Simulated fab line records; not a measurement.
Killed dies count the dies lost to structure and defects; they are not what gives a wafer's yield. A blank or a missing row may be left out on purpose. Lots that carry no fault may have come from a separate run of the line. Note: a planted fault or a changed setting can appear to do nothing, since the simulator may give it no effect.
Problem report, 8D (eight disciplines) form, completed by code / flow n5 finfet / the parts of the form that need people (team, actions taken, sign-off) are left out

== 1. THE ISSUE ==
HK_THK at N5_HKMG_FIN_THK_MEAS_70 reads a mean of 2.151 nm on 4 wafers of 3 lots; wafers without a fault read 1.621 nm with a standard deviation of 0.018. Relative to the usual mean, that is a shift of +29 standard deviations.
The step: measures by xrf.
Earliest sighting: wafer L247.4 on film metro-01 at day 8 19:56. The record has a number at this step for 25 wafers belonging to 9 lots. Rule for "out", or "out of limits": more than 4 standard deviations from the usual mean. The other wafers with a number count as sound.

== 2. WHAT IT IS, AND WHAT IT ISN'T ==
question=which readings at this step | is=HK_THK | is not=-
question=which lots | is=L247, L249, L250 | is not=L234, L235, L236, L239, L240, L251
question=which wafers of those lots | is=L247.4, L249.3, L250.3, L250.4 | is not=L247.6, L249.1, L249.2
question=read on which gauges | is=film metro-01 | is not=film metro-02
question=when | is=from day 8 19:56 | is not=up to then (16 sound wafers); but 5 sound wafers of L249, L251 came after

== 3. SUSPECTS, AND WHAT RULES EACH OUT ==
Counting: a tool at a process step up to the reading stays a suspect if it ran every lot that is out. Sound lots after the first of them don't rule it out here, since some wafers of a struck lot are sound.
- the gauge at N5_HKMG_FIN_THK_MEAS_70 has been ruled out. All the wafers that are out were read on film metro-01, but those of them that N5_BEOL_M4_RC_MEAS_101 has rows for are out there too, on other tools.
- rie diel-06 at N5_SDB_ETCH_25 (etches SiO2 in C4F6/O2, target depth 10 nm, time 3.3 s): kept. It processed each lot that is out (first: L247, day 8 12:28); up to then, its last sound lot is L236 (day 5 21:11).
- ald hk-03 at N5_HKMG_FIN_HK_ALD_01 (deposits HfO2, target thk 1.6 nm, pulse time 3 s, purge time 3 s): kept. It processed each lot that is out (first: L247, day 8 16:26); up to then, its last sound lot is L240 (day 6 22:44).
- Within ald hk-03 at N5_HKMG_FIN_HK_ALD_01: the wafers that are out ran in chambers 0, 3; their sound lot-mates ran in chambers 1, 2.
The count leaves ald hk-03 at N5_HKMG_FIN_HK_ALD_01 and rie diel-06 at N5_SDB_ETCH_25.

== 4. THE CAUSE (what the simulator had put in) ==
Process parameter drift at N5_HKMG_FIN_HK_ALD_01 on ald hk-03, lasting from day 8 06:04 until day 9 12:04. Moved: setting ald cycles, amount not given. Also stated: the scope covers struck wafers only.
2 suspects survive the count, and this tool is in that group.

== 5. THE EFFECT CHAIN, in route order ==
Rows list readings where the struck wafers' mean (over those with a number) sits beyond 3 standard deviations from the usual. Only readings for which the record gives a usual standard deviation are gone through. hours: the time from each lot's start at the first step in this table that gives one to its start at this step, as a median over the lots. sigmas: the change in usual standard deviations.
hours=0; step=N5_HKMG_FIN_THK_MEAS_70; reading=HK_THK; usual=1.621 nm; on struck wafers=2.151; change=+0.530; sigmas=+29
hours=96; step=N5_BEOL_M4_RC_MEAS_101; reading=EOT_N; usual=10.51; on struck wafers=11.50; change=+0.99; sigmas=+11
hours=96; step=N5_BEOL_M4_RC_MEAS_101; reading=EOT_P; usual=10.47; on struck wafers=11.50; change=+1.03; sigmas=+12
hours=96; step=N5_BEOL_M4_RC_MEAS_101; reading=IGATE_N; usual=0.0126 nA/um; on struck wafers=0.0003; change=-0.0123; sigmas=-7.2
hours=96; step=N5_BEOL_M4_RC_MEAS_101; reading=IGATE_P; usual=0.0038 nA/um; on struck wafers=0.0001; change=-0.0037; sigmas=-7.3

== 6. WHAT WOULD HAVE CAUGHT IT SOONER ==
In this record the first reading out of limits at a measuring or inspecting step was taken at day 8 19:56, 14 hours after the fault began at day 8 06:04.
Tool readings at N5_HKMG_FIN_HK_ALD_01 with a usual standard deviation given in the record: none out on any struck wafer, hence no alarm at a limit of 4 standard deviations on them.
Among the 3 lots that are out, L249, L250 began N5_HKMG_FIN_HK_ALD_01 on ald hk-03 after day 8 19:56. A hold on the tool at that time would have spared those 2.
